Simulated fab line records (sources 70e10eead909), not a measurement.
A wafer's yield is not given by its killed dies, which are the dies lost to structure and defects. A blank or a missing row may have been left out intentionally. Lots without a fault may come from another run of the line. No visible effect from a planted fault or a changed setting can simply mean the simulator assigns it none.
fab line records    flow nand_harc
record: lots: 6  wafers: 18  last_day: 32
route steps=1302 shown A_ONON_D1@449 A_CHANNEL_HOLE_D1@450 END@1302
lots that met no fault: from a run of the same line without faults
start_h: start of the lot's first displayed wafer, in hours after the record's first day    wait_h: how many hours have passed since the lot's step before this one    " unchanged from the row above    L1.1+2: several wafers, shown together as one row    - no value present, or no start provided    * or withheld: withheld    < > ~ a bound
route shown NAME@n: a module of which the file shows steps, and the number in the route of the first    usual: mean/standard deviation of fault-free wafers    same: alike in all rows    chamber/n: place in a boat    sites: the reading at each site    _std_site: standard deviation of those values    _edge_site: mean of outer sites minus mean of inner sites    radius_mm: how far each site lies from the wafer's centre    mask NAME#n: copy n    behind: the tool/chamber that last shaped the wafer    hold: the reason the lot was held/the length of the hold in hours/how it ended    device: the n, p or np transistor that did not switch    end of line: tests of these same wafers at the route's end    for a step that has no rows: nothing shown but its recipe    killed: not the wafer's yield, but the dies lost to structure and defects at the first sort    map: the dies of a wafer, with x for killed, . for not killed, _ for no die there
set.NAME: the setting the step ran with; set.NAME@STEP: the setting that earlier step ran with    model.NAME: the simulator's own value behind a step, which no gauge read
lots at selected steps of the route; one table per step, one row per wafer
services: a tool's chamber out of use, with start hour (start_h, from the record's first day; less than 0 if before it), hours out, and reason
== steps ==
step: NHARC_A_ONON_D1_INSPECT_32
usual: raw_defect_count: 73/26
lot.wafer  tool               chamber  start_h  wait_h  raw_defect_count
L170.1     defect_inspect-01  -        180.48   0.0     76
L170.4     "                  -        "        "       71
L170.6     "                  -        "        "       75
L171.2     defect_inspect-02  -        188.29   0.0     101
L171.3     "                  -        "        "       77
L171.5     "                  -        "        "       76
L179.2     defect_inspect-01  -        267.92   0.0     47
L179.3     "                  -        "        "       66
L179.5     "                  -        "        "       59
L187.1     defect_inspect-01  -        360.23   0.0     100
L187.3     "                  -        "        "       63
L187.4     "                  -        "        "       111
L188.4     defect_inspect-01  -        360.25   0.0     61
L188.5     "                  -        "        "       66
L188.6     "                  -        "        "       70
L190.2     defect_inspect-02  -        374.42   0.0     67
L190.3     "                  -        "        "       58
L190.6     "                  -        "        "       89
step: NHARC_A_CHANNEL_HOLE_D1_DEP_00
recipe: target_thk_a: 31000  temp_c: 400  material: aC
usual: throttle_valve_pct: 35.000/0.0087
lot.wafer  tool        chamber  start_h  wait_h  throttle_valve_pct
L170.1     acl_dep-03  0        181.29   0.8     35.000
L170.4     "           0        "        "       35.006
L170.6     "           0        "        "       34.994
L171.2     acl_dep-03  0        189.23   0.9     35.011
L171.3     "           0        "        "       35.000
L171.5     "           0        "        "       34.982
L179.2     acl_dep-01  0        270.89   3.0     34.999
L179.3     "           0        "        "       35.001
L179.5     "           0        "        "       35.016
L187.1     acl_dep-01  0        360.30   0.1     34.987
L187.3     "           0        "        "       34.990
L187.4     "           0        "        "       34.985
L188.4     acl_dep-01  0        363.16   2.9     34.996
L188.5     "           0        "        "       34.998
L188.6     "           0        "        "       34.996
L190.2     acl_dep-03  0        375.43   1.0     34.992
L190.3     "           0        "        "       35.001
L190.6     "           0        "        "       34.990
step: NHARC_A_CHANNEL_HOLE_D1_DEP_01
recipe: target_thk_a: 1400  target_thk_nm: 140  temp_c: 400  pressure_torr: 3.5  flow_sccm: 200  rf_w: 350  material: SiON
usual: heater_power_outer_w: 450/57  heater_power_w: 738/93
lot.wafer  tool      chamber  start_h  wait_h  heater_power_outer_w  heater_power_w
L170.1     pecvd-03  1        183.20   1.6     416                   716
L170.4     "         1        "        "       432                   724
L170.6     "         0        "        "       460                   777
L171.2     pecvd-01  1        190.86   1.3     362                   584
L171.3     "         2        "        "       400                   684
L171.5     "         2        "        "       419                   716
L179.2     pecvd-03  0        272.50   1.3     449                   743
L179.3     "         1        "        "       395                   644
L179.5     "         2        "        "       520                   872
L187.1     pecvd-01  0        362.22   1.6     499                   792
L187.3     "         1        "        "       398                   627
L187.4     "         2        "        "       423                   714
L188.4     pecvd-01  2        364.22   0.7     512                   806
L188.6     "         0        "        "       484                   756
L188.5     "         1        "        "       427                   651
L190.2     pecvd-01  2        377.01   1.3     405                   677
L190.3     "         0        "        "       508                   793
L190.6     "         2        "        "       424                   721
step: NHARC_A_CHANNEL_HOLE_D1_DEHYDRATE_02
recipe: temp_c: 150  time_s: 120
step: NHARC_A_CHANNEL_HOLE_D1_HMDS_03
recipe: time_s: 30
step: NHARC_A_CHANNEL_HOLE_D1_COAT_36
recipe: temp_c: 260  time_s: 75
step: NHARC_A_CHANNEL_HOLE_D1_COAT_37
recipe: temp_c: 225  time_s: 65
step: NHARC_A_CHANNEL_HOLE_D1_COAT_04
recipe: spin_rpm: 1500  resist_thk_nm: 90
step: NHARC_A_CHANNEL_HOLE_D1_SOFTBAKE_05
recipe: temp_c: 105  time_s: 55
step: NHARC_A_CHANNEL_HOLE_D1_EBR_06
step: NHARC_A_CHANNEL_HOLE_D1_EXPOSE_07
recipe: na: 1.35  target_cd_nm: 100  sigma_outer: 0.3  dose_mj: 59.65  mask_id: HOLE_D1
step: NHARC_A_CHANNEL_HOLE_D1_PEB_08
recipe: peb_temp_c: 100  peb_time_s: 65
step: NHARC_A_CHANNEL_HOLE_D1_DEVELOP_09
recipe: develop_time_s: 35  dev_temp_c: 23
usual: developer_temp_C: 22.98/0.11
lot.wafer  tool            chamber  start_h  wait_h  developer_temp_C
L170.1     litho_track-04  0        183      -       22.84
L170.4     "               0        "        "       22.98
L170.6     "               0        "        "       22.92
L171.2     litho_track-01  0        191      -       22.95
L171.3     "               0        "        "       22.91
L171.5     "               0        "        "       22.91
L179.2     litho_track-01  0        273      -       23.03
L179.3     "               0        "        "       23.18
L179.5     "               0        "        "       23.17
L187.1     litho_track-01  0        362      -       23.05
L187.3     "               0        "        "       23.10
L187.4     "               0        "        "       22.86
L188.4     litho_track-06  0        364      -       22.72
L188.5     "               0        "        "       22.81
L188.6     "               0        "        "       22.91
L190.2     litho_track-01  0        377      -       23.04
L190.3     "               0        "        "       22.85
L190.6     "               0        "        "       23.10
step: NHARC_A_CHANNEL_HOLE_D1_CD_MEAS_10
recipe: target_cd_nm: 100  landing_energy_ev: 500
usual: cd_nm: 99.8/0.47
lot.wafer  tool       chamber  start_h  wait_h  hold                      cd_nm
L170.1     cd_sem-01  0        183.80   -       -                         99.6
L170.4     "          0        "        "       -                         100.3
L170.6     "          0        "        "       -                         100.1
L171.2     cd_sem-02  0        191.59   -       -                         100.2
L171.3     "          0        "        "       -                         99.7
L171.5     "          0        "        "       -                         101.1
L179.2     cd_sem-03  0        273.22   -       -                         99.2
L179.3     "          0        "        "       -                         100.0
L179.5     "          0        "        "       -                         100.4
L187.1     cd_sem-02  0        362.95   -       await_dispo/0.2h/release  98.0
L187.3     "          0        "        "       await_dispo/0.2h/release  98.4
L187.4     "          0        "        "       await_dispo/0.2h/release  97.9
L187.1     cd_sem-02  0        -        -       -                         98.1
L187.3     "          0        "        "       -                         97.8
L187.4     "          0        "        "       -                         97.8
L188.4     cd_sem-03  0        364.86   -       -                         99.2
L188.5     "          0        "        "       -                         99.4
L188.6     "          0        "        "       -                         99.5
L190.2     cd_sem-02  0        377.74   -       -                         98.8
L190.3     "          0        "        "       -                         98.1
L190.6     "          0        "        "       -                         98.0
step: NHARC_A_CHANNEL_HOLE_D1_OVL_MEAS_11
usual: overlay_x_nm: 0.0/0.65  overlay_y_nm: 0.1/0.84
lot.wafer  tool        chamber  start_h  wait_h  hold                      overlay_x_nm  overlay_y_nm
L170.1     overlay-02  -        183.89   -       -                         0.3           -1.1
L170.4     "           -        "        "       -                         0.7           -0.5
L170.6     "           -        "        "       -                         0.9           -1.0
L171.2     overlay-02  -        191.67   -       -                         -1.3          1.9
L171.3     "           -        "        "       -                         -1.2          1.5
L171.5     "           -        "        "       -                         -1.6          0.9
L179.2     overlay-02  -        273.31   -       -                         -0.5          1.1
L179.3     "           -        "        "       -                         -0.7          1.7
L179.5     "           -        "        "       -                         -0.1          1.7
L188.4     overlay-02  -        364.95   -       -                         0.6           -0.9
L188.5     "           -        "        "       -                         -0.1          -0.6
L188.6     "           -        "        "       -                         0.4           -0.6
L187.1     overlay-02  -        368.41   -       await_dispo/5.2h/release  1.1           0.7
L187.3     "           -        "        "       await_dispo/5.2h/release  1.5           0.9
L187.4     "           -        "        "       await_dispo/5.2h/release  0.6           0.8
L190.2     overlay-01  -        377.82   -       -                         0.3           0.6
L190.3     "           -        "        "       -                         0.4           -0.2
L190.6     "           -        "        "       -                         0.5           0.4
step: NHARC_A_CHANNEL_HOLE_D1_INSPECT_12
usual: raw_defect_count: 5.8/2.7
lot.wafer  tool               chamber  start_h  wait_h  raw_defect_count
L170.1     defect_inspect-01  -        183.92   0.0     5
L170.4     "                  -        "        "       4
L170.6     "                  -        "        "       5
L171.2     defect_inspect-02  -        191.71   0.0     7
L171.3     "                  -        "        "       3
L171.5     "                  -        "        "       4
L179.2     defect_inspect-01  -        273.35   0.0     6
L179.3     "                  -        "        "       11
L179.5     "                  -        "        "       7
L188.4     defect_inspect-02  -        364.98   0.0     8
L188.5     "                  -        "        "       6
L188.6     "                  -        "        "       7
L187.1     defect_inspect-01  -        368.45   0.0     3
L187.3     "                  -        "        "       6
L187.4     "                  -        "        "       8
L190.2     defect_inspect-02  -        377.86   0.0     2
L190.3     "                  -        "        "       4
L190.6     "                  -        "        "       7
step: NHARC_A_CHANNEL_HOLE_D1_DESCUM_15
recipe: time_s: 3  o2_flow_sccm: 200  ar_flow_sccm: 0  bias_power_w: 0  chemistry: O2
usual: drypump_motor_current_A: 6.0/0.32  oes_product_au: 0.999/0.011  rf_vpp_V: 57.7/0.89  showerhead_plenum_p_Torr: 1.93/0.089  throttle_valve_pct: 11.311/0.0092
lot.wafer  tool         chamber  start_h  wait_h  drypump_motor_current_A  oes_product_au  rf_hours_counter_h  rf_vpp_V  showerhead_plenum_p_Torr  throttle_valve_pct  model.A_CHANNEL_HOLE_D1.cd_nm
L170.1     rie_diel-12  2        183.99   0.1     5.8                      1.019           9                   57.2      2.04                      11.307              99.56
L170.4     "            0        "        "       6.1                      1.003           8                   58.4      1.98                      11.308              99.93
L170.6     "            1        "        "       5.8                      0.989           -                   58.1      2.00                      11.301              99.89
L171.3     rie_diel-12  0        191.77   0.1     6.1                      1.014           9                   57.4      1.98                      11.317              100.1
L171.2     "            2        "        "       5.9                      1.009           10                  58.5      2.04                      11.318              100.6
L171.5     "            0        "        "       6.0                      1.002           -                   57.8      1.98                      11.318              101.4
L179.3     rie_diel-07  0        273.41   0.1     6.2                      0.992           46                  57.5      1.83                      11.325              99.92
L179.2     "            1        "        "       6.6                      1.014           45                  57.2      1.81                      11.311              99.67
L179.5     "            1        "        "       6.6                      1.017           -                   57.1      1.81                      11.308              101
L188.4     rie_diel-07  2        365.05   0.1     5.6                      0.985           26                  58.9      2.03                      11.325              99.74
L188.6     "            1        "        "       6.6                      1.010           -                   55.3      1.80                      11.288              99.69
L188.5     "            2        "        "       5.7                      0.998           -                   57.7      2.03                      11.318              99.69
L187.1     rie_diel-12  2        368.51   0.1     5.8                      1.008           7                   58.6      2.03                      11.311              98.65
L187.3     "            3        "        "       6.1                      0.996           7                   57.0      1.82                      11.309              97.56
L187.4     "            0        "        "       6.1                      0.997           6                   56.8      1.97                      11.316              98.14
L190.3     rie_diel-06  2        377.93   0.1     5.0                      0.969           24                  57.5      1.91                      11.309              98.8
L190.2     "            0        "        "       6.0                      0.980           22                  56.6      1.94                      11.309              99.46
L190.6     "            2        "        "       5.0                      0.982           -                   58.2      1.91                      11.309              98.49
step: NHARC_A_CHANNEL_HOLE_D1_ETCH_38
recipe: target_depth_a: 390  over_etch_frac: 0.3  time_s: 65  ion_energy_ev: 80  cf4_flow_sccm: 150  ar_flow_sccm: 0  rf_w: 300  bias_w: 100  chemistry: CF4
usual: cf4_flow_sccm: 150.0/0.48  drypump_motor_current_A: 5.9/0.3  oes_product_au: 1.000/0.011  rf_vpp_V: 151.6/1.3  showerhead_plenum_p_Torr: 1.79/0.076  throttle_valve_pct: 13.284/0.0089
same: over_etch_frac: 0.3
lot.wafer  tool         chamber  start_h  wait_h  cf4_flow_sccm  drypump_motor_current_A  oes_product_au  rf_hours_counter_h  rf_vpp_V  showerhead_plenum_p_Torr  throttle_valve_pct  model.A_CHANNEL_HOLE_D1.cd_nm
L170.1     rie_diel-12  1        184.08   0.1     150.4          5.8                      1.001           8                   152.7     1.85                      13.284              99.68
L170.4     "            2        "        "       149.8          5.9                      1.012           9                   152.7     1.87                      13.285              99.48
L170.6     "            3        "        "       150.8          6.1                      1.007           -                   149.4     1.69                      13.278              99.81
L171.3     rie_diel-12  2        191.85   0.1     149.9          5.9                      1.007           10                  153.1     1.87                      13.271              99.98
L171.2     "            3        "        "       150.6          6.1                      1.003           7                   149.8     1.69                      13.289              100.4
L171.5     "            2        "        "       150.2          5.9                      1.012           -                   154.0     1.87                      13.287              101.2
L179.3     rie_diel-07  3        273.49   0.1     150.1          5.6                      1.015           50                  151.1     1.74                      13.295              99.95
L179.2     "            1        "        "       149.7          6.6                      1.023           45                  150.2     1.68                      13.288              99.66
L179.5     "            3        "        "       150.8          5.6                      1.013           -                   148.5     1.74                      13.296              101.2
L188.4     rie_diel-07  1        365.14   0.1     150.7          6.6                      1.010           22                  150.3     1.67                      13.277              99.56
L188.5     "            3        "        "       150.0          5.6                      1.017           -                   150.9     1.73                      13.293              99.36
L188.6     "            0        "        "       150.4          6.2                      0.991           -                   149.7     1.69                      13.277              99.54
L187.1     rie_diel-12  1        368.59   0.1     149.6          5.8                      0.979           7                   153.2     1.84                      13.272              98.67
L187.4     "            2        "        "       149.7          5.8                      1.015           7                   152.6     1.87                      13.284              98.31
L187.3     "            3        "        "       150.8          6.1                      1.004           7                   150.3     1.68                      13.288              97.51
L190.3     rie_diel-06  0        378.02   0.1     149.7          6.0                      0.991           22                  151.9     1.79                      13.295              99.32
L190.2     "            1        "        "       150.1          6.2                      1.019           28                  151.9     1.74                      13.284              99.3
L190.6     "            3        "        "       149.9          6.0                      0.989           -                   150.9     1.76                      13.289              98.77
step: NHARC_A_CHANNEL_HOLE_D1_ETCH_39
recipe: target_depth_a: 2600  over_etch_frac: 0.3  time_s: 325  ion_energy_ev: 200  n2_flow_sccm: 150  h2_flow_sccm: 150  ar_flow_sccm: 0  rf_w: 400  bias_w: 150  chemistry: N2/H2
usual: drypump_motor_current_A: 6.0/0.3  oes_product_au: 1.000/0.011  rf_vpp_V: 430.9/2.8  showerhead_plenum_p_Torr: 2.05/0.097  throttle_valve_pct: 14.173/0.0088
same: over_etch_frac: 0.3
lot.wafer  tool         chamber  start_h  wait_h  drypump_motor_current_A  oes_product_au  rf_hours_counter_h  rf_vpp_V  showerhead_plenum_p_Torr  throttle_valve_pct
L170.1     rie_diel-12  1        -        -       5.9                      0.999           8                   433.3     2.14                      14.179
L170.4     "            2        "        "       5.8                      1.017           9                   434.4     2.17                      14.170
L170.6     "            1        "        "       5.9                      0.979           -                   433.2     2.14                      14.167
L171.2     rie_diel-12  2        -        -       5.8                      1.002           10                  434.1     2.17                      14.182
L171.3     "            3        "        "       6.2                      1.011           7                   428.5     1.94                      14.177
L171.5     "            0        "        "       6.1                      1.007           -                   431.9     2.11                      14.180
L179.2     rie_diel-07  2        -        -       5.7                      1.001           48                  436.3     2.18                      14.161
L179.3     "            0        "        "       6.2                      0.997           46                  428.8     1.95                      14.192
L179.5     "            3        "        "       5.6                      1.007           -                   429.4     2.00                      14.178
L188.4     rie_diel-07  2        -        -       5.7                      1.001           26                  432.2     2.17                      14.170
L188.6     "            1        "        "       6.7                      1.012           -                   426.9     1.92                      14.169
L188.5     "            2        "        "       5.7                      1.011           -                   433.2     2.17                      14.178
L187.4     rie_diel-12  2        -        -       5.9                      1.011           7                   433.5     2.17                      14.162
L187.1     "            3        "        "       6.1                      1.004           7                   427.0     1.93                      14.180
L187.3     "            1        "        "       5.8                      0.994           7                   434.2     2.13                      14.168
L190.3     rie_diel-06  3        -        -       6.0                      0.988           24                  429.4     2.03                      14.177
L190.2     "            0        "        "       6.1                      0.989           22                  430.5     2.07                      14.192
L190.6     "            3        "        "       6.0                      0.984           -                   431.0     2.03                      14.170
step: NHARC_END_SORT_01
recipe: temp_c: 25
usual: killed_at_array: 58/17  killed_at_other: 1.0/1.4  killed_at_periphery: 3.6/2.4  killed_dies: 62/17  killed_open: 3.4/2  killed_short: 2.2/1.6
same: gross_dies: 677
lot.wafer  tool       chamber  start_h  wait_h  killed_at_array  killed_at_other  killed_at_periphery  killed_dies  killed_open  killed_short
L188.4     prober-02  0        741.52   3.4     51               0                4                    55           4            0
L188.6     prober-02  0        743.12   4.0     44               2                2                    48           2            4
L190.2     prober-02  0        756.33   2.8     57               2                3                    62           1            0
L190.3     prober-02  0        757.13   3.1     64               1                3                    68           3            1
L190.6     prober-02  0        759.53   4.0     57               0                4                    61           5            4
killed by level:class
L188.4 A_CHANNEL_HOLE_D1:chamber_film_flake=28 A_SLIT:chamber_film_flake=5 A_WL_FILL:chamber_film_flake=5 A_CONTACT:chamber_film_flake=4 A_CHANNEL_HOLE_D2:chamber_film_flake=3 A_DECK1_JOINT:geometric_particle:open=2 P_GATE:chamber_film_flake=2 P_M0:geometric_particle:open=1
L188.6 A_CHANNEL_HOLE_D1:chamber_film_flake=30 A_SLIT:chamber_film_flake=3 A_CHANNEL_HOLE_D1:geometric_particle:short=2 A_WL_FILL:chamber_film_flake=2 A_CONTACT:chamber_film_flake=2 THIN_TSV:chamber_film_flake=2 P_STI:geometric_particle:short=1 A_CHANNEL_FILL_D2:geometric_particle:short=1
L190.2 A_CHANNEL_HOLE_D2:chamber_film_flake=29 A_CHANNEL_HOLE_D1:chamber_film_flake=11 A_CHANNEL_FILL_D1:chamber_film_flake=4 A_SLIT:chamber_film_flake=4 P_M2:chamber_film_flake=2 A_STAIRCASE:chamber_film_flake=2 A_CONTACT:chamber_film_flake=2 A_BLC:chamber_film_flake=2
L190.3 A_CHANNEL_HOLE_D2:chamber_film_flake=32 A_CHANNEL_HOLE_D1:chamber_film_flake=10 A_SLIT:chamber_film_flake=5 A_BONDPAD:chamber_film_flake=5 A_CONTACT:chamber_film_flake=4 A_CHANNEL_FILL_D1:geometric_particle:open=2 P_M2:chamber_film_flake=2 A_STAIRCASE:chamber_film_flake=2
L190.6 A_CHANNEL_HOLE_D2:chamber_film_flake=30 A_CHANNEL_HOLE_D1:chamber_film_flake=9 A_SLIT:chamber_film_flake=4 A_CHANNEL_FILL_D1:chamber_film_flake=3 A_WL_FILL:geometric_particle:short=2 A_WL_FILL:geometric_particle:open=2 P_M2:chamber_film_flake=2 A_CONTACT:chamber_film_flake=2
== services ==
tool            chamber  start_h  hours  kind
litho_track-06  -        179.00   7.0    pm
pecvd-03        -        185.14   13.0   pm
acl_dep-01      -        185.26   13.0   pm
litho_track-04  -        203.00   7.0    pm
pecvd-01        -        212.52   0.9    repair
pecvd-03        0        224.80   29.3   repair
rie_diel-07     0        256.75   2.1    repair
rie_diel-06     0        257.11   14.3   repair
rie_diel-12     -        268.69   9.0    pm
pecvd-01        -        280.59   0.8    repair
rie_diel-07     -        294.25   9.0    pm
acl_dep-03      -        304.09   13.0   pm
rie_diel-06     -        307.33   9.0    pm
pecvd-01        -        311.00   13.0   pm
rie_diel-12     0        315.35   6.9    repair
acl_dep-01      -        324.38   3.0    repair
litho_track-01  -        330.00   7.0    pm
rie_diel-12     2        352.80   5.7    repair
litho_track-06  -        354.00   7.0    pm
rie_diel-06     0        361.16   15.7   repair
pecvd-03        -        366.14   13.0   pm
acl_dep-01      -        366.78   13.0   pm
rie_diel-12     3        373.11   1.5    repair
litho_track-04  -        378.00   7.0    pm
== key ==
first_sign: step: NHARC_A_CHANNEL_HOLE_D1_CD_MEAS_10  reading: visit  direction: added  through: control_loop
effect: step: NHARC_A_CHANNEL_HOLE_D1_CD_MEAS_10  reading: cd_nm  direction: down  sigmas: 3.4  usual: 99.8  struck: 98.2  through: control_loop
model_effect: step: NHARC_A_CHANNEL_HOLE_D1_DESCUM_15  value: A_CHANNEL_HOLE_D1.cd_nm  without: 99.62  struck: 98.51
model_effect: step: NHARC_A_CHANNEL_HOLE_D1_ETCH_38  value: A_CHANNEL_HOLE_D1.cd_nm  without: 99.76  struck: 98.65
met_at NHARC_A_CHANNEL_HOLE_D1_DEVELOP_09
struck_wafers L187.1,L187.3,L187.4,L190.2,L190.3,L190.6
tester_left_out L187,L190
loop_trim: step: NHARC_A_CHANNEL_HOLE_D1_EXPOSE_07  setting: dose  lots: L190
onset_between 273 362
fault: kind: process_parameter_drift  tool: litho_track-01  chamber: -  onset_h: 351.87  steps: NHARC_A_CHANNEL_HOLE_D1_DEVELOP_09  channel: develop_time_s  offset: *  shape: step  end_h: 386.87  acts_in: *  stated: *
tester_left_out: of these lots the tester's yield and bins aren't shown, on N5 and GAA mostly nor the transistor test; their killed dies are dies lost to structure and defects alone, not to doping, threshold or leakage, so they don't give the yield
loop_trim: a control loop set the setting to another value than it would have without faults
